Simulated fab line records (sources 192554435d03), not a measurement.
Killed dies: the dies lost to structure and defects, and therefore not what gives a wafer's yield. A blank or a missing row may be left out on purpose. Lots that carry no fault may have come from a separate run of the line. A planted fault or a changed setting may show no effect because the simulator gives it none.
Lot-split experiment :: flow n5 finfet :: 21 wafers read across 7 lots, on a route 1938 steps long

== THE SPLIT ITSELF ==
At N5_MOL_CONTACT_COAG_CVD_140 (deposits W, target thk 66.5 nm, time 215 s), the setting target thk a was moved away from the recipe's 665 angstrom on 7 of the 21 wafers read, by -13.1% to +13.2%. All remaining wafers had this setting at the recipe value.

Reading taken at the split's own step.

== THE READING ==
W_of_MOL_CONTACT_COAG_CVD_140.thk nm (the simulator's own value, which no gauge read), in nm, at N5_MOL_CONTACT_COAG_CVD_140 (deposits W, target thk 66.5 nm, time 215 s). The file gives no usual value for it. Across the 14 wafers here that went through the recipe, the average is 66.5 nm and the standard deviation 1.2 nm.

wafer: L075.1
tool, chamber at the split: cvd w-02, 0
target thk a as run, angstrom: 665
against the recipe: recipe
W_of_MOL_CONTACT_COAG_CVD_140.thk nm, nm: 68.6
against lot-mates on the recipe: -

wafer: L075.2
tool, chamber at the split: cvd w-02, 1
target thk a as run, angstrom: 665
against the recipe: recipe
W_of_MOL_CONTACT_COAG_CVD_140.thk nm, nm: 66.8
against lot-mates on the recipe: -

wafer: L075.6
tool, chamber at the split: cvd w-02, 1
target thk a as run, angstrom: 665
against the recipe: recipe
W_of_MOL_CONTACT_COAG_CVD_140.thk nm, nm: 66.2
against lot-mates on the recipe: -

wafer: L077.2
tool, chamber at the split: cvd w-02, 0
target thk a as run, angstrom: 751.5
against the recipe: +13.0%
W_of_MOL_CONTACT_COAG_CVD_140.thk nm, nm: 76.4
against lot-mates on the recipe: +8.6

wafer: L077.5
tool, chamber at the split: cvd w-02, 0
target thk a as run, angstrom: 665
against the recipe: recipe
W_of_MOL_CONTACT_COAG_CVD_140.thk nm, nm: 67.8
against lot-mates on the recipe: -

wafer: L077.6
tool, chamber at the split: cvd w-02, 1
target thk a as run, angstrom: 751.5
against the recipe: +13.0%
W_of_MOL_CONTACT_COAG_CVD_140.thk nm, nm: 75.4
against lot-mates on the recipe: +7.6

wafer: L081.1
tool, chamber at the split: cvd w-01, 0
target thk a as run, angstrom: 578
against the recipe: -13.1%
W_of_MOL_CONTACT_COAG_CVD_140.thk nm, nm: 57.2
against lot-mates on the recipe: -9.2

wafer: L081.3
tool, chamber at the split: cvd w-01, 1
target thk a as run, angstrom: 578
against the recipe: -13.1%
W_of_MOL_CONTACT_COAG_CVD_140.thk nm, nm: 57.8
against lot-mates on the recipe: -8.6

wafer: L081.6
tool, chamber at the split: cvd w-01, 1
target thk a as run, angstrom: 665
against the recipe: recipe
W_of_MOL_CONTACT_COAG_CVD_140.thk nm, nm: 66.4
against lot-mates on the recipe: -

wafer: L083.3
tool, chamber at the split: cvd w-02, 0
target thk a as run, angstrom: 642.5
against the recipe: -3.4%
W_of_MOL_CONTACT_COAG_CVD_140.thk nm, nm: 65.8
against lot-mates on the recipe: -2.4

wafer: L083.4
tool, chamber at the split: cvd w-02, 1
target thk a as run, angstrom: 642.5
against the recipe: -3.4%
W_of_MOL_CONTACT_COAG_CVD_140.thk nm, nm: 64.2
against lot-mates on the recipe: -4.0

wafer: L083.5
tool, chamber at the split: cvd w-02, 0
target thk a as run, angstrom: 665
against the recipe: recipe
W_of_MOL_CONTACT_COAG_CVD_140.thk nm, nm: 68.2
against lot-mates on the recipe: -

wafer: L084.1
tool, chamber at the split: cvd w-02, 0
target thk a as run, angstrom: 665
against the recipe: recipe
W_of_MOL_CONTACT_COAG_CVD_140.thk nm, nm: 67.6
against lot-mates on the recipe: -

wafer: L084.5
tool, chamber at the split: cvd w-02, 0
target thk a as run, angstrom: 665
against the recipe: recipe
W_of_MOL_CONTACT_COAG_CVD_140.thk nm, nm: 67.2
against lot-mates on the recipe: -

wafer: L084.6
tool, chamber at the split: cvd w-02, 1
target thk a as run, angstrom: 665
against the recipe: recipe
W_of_MOL_CONTACT_COAG_CVD_140.thk nm, nm: 66.2
against lot-mates on the recipe: -

wafer: L095.1
tool, chamber at the split: cvd w-01, 0
target thk a as run, angstrom: 665
against the recipe: recipe
W_of_MOL_CONTACT_COAG_CVD_140.thk nm, nm: 64.8
against lot-mates on the recipe: -

wafer: L095.2
tool, chamber at the split: cvd w-01, 1
target thk a as run, angstrom: 665
against the recipe: recipe
W_of_MOL_CONTACT_COAG_CVD_140.thk nm, nm: 66
against lot-mates on the recipe: -

wafer: L095.3
tool, chamber at the split: cvd w-01, 0
target thk a as run, angstrom: 665
against the recipe: recipe
W_of_MOL_CONTACT_COAG_CVD_140.thk nm, nm: 65.6
against lot-mates on the recipe: -

wafer: L096.1
tool, chamber at the split: cvd w-01, 1
target thk a as run, angstrom: 665
against the recipe: recipe
W_of_MOL_CONTACT_COAG_CVD_140.thk nm, nm: 65
against lot-mates on the recipe: -

wafer: L096.4
tool, chamber at the split: cvd w-01, 0
target thk a as run, angstrom: 665
against the recipe: recipe
W_of_MOL_CONTACT_COAG_CVD_140.thk nm, nm: 64.6
against lot-mates on the recipe: -

wafer: L096.6
tool, chamber at the split: cvd w-01, 1
target thk a as run, angstrom: 752.8
against the recipe: +13.2%
W_of_MOL_CONTACT_COAG_CVD_140.thk nm, nm: 74.2
against lot-mates on the recipe: +9.4

FIT RESULTS
A straight line over all 21 wafers: W_of_MOL_CONTACT_COAG_CVD_140.thk nm changes by +0.674 nm for each +1% of target thk a; r = +0.97; the points scatter about the line by 1.2 nm.
The same after taking each lot's own level away (the mean of its wafers on the recipe; 21 wafers): +0.672 nm for each +1%; r = +0.99; scatter 0.7 nm.
Per that fit: largest target thk a move, reading shift of 8.9 nm.
The lots' own levels span 64.80 to 68.20 nm, that is 2.8 times the standard deviation above.
So the lot-to-lot level changes the slope little: the two slopes agree.
Check: for one of the wafers moved furthest among these (+13.2%), held out of the fit, the line's prediction against its lot-mates is +8.54 nm. Against them it came out at +9.4 nm.

== OTHER SPLITS ON THESE WAFERS ==
Before the reading, these wafers also passed through other splits. Each is held against what the fit with the lots' levels taken away leaves over:
other split on the same wafers: N5_MOL_CONTACT_COAG_COAT_77 spin rpm
wafers away from the commonest value: 11
r with W_of_MOL_CONTACT_COAG_CVD_140.thk nm (lot level and that fit taken away): +0.24

== THE FILE'S OWN FIT ==
W_of_MOL_CONTACT_COAG_CVD_140.thk nm changes by +0.678 nm for each +1% of target thk a, r = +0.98.
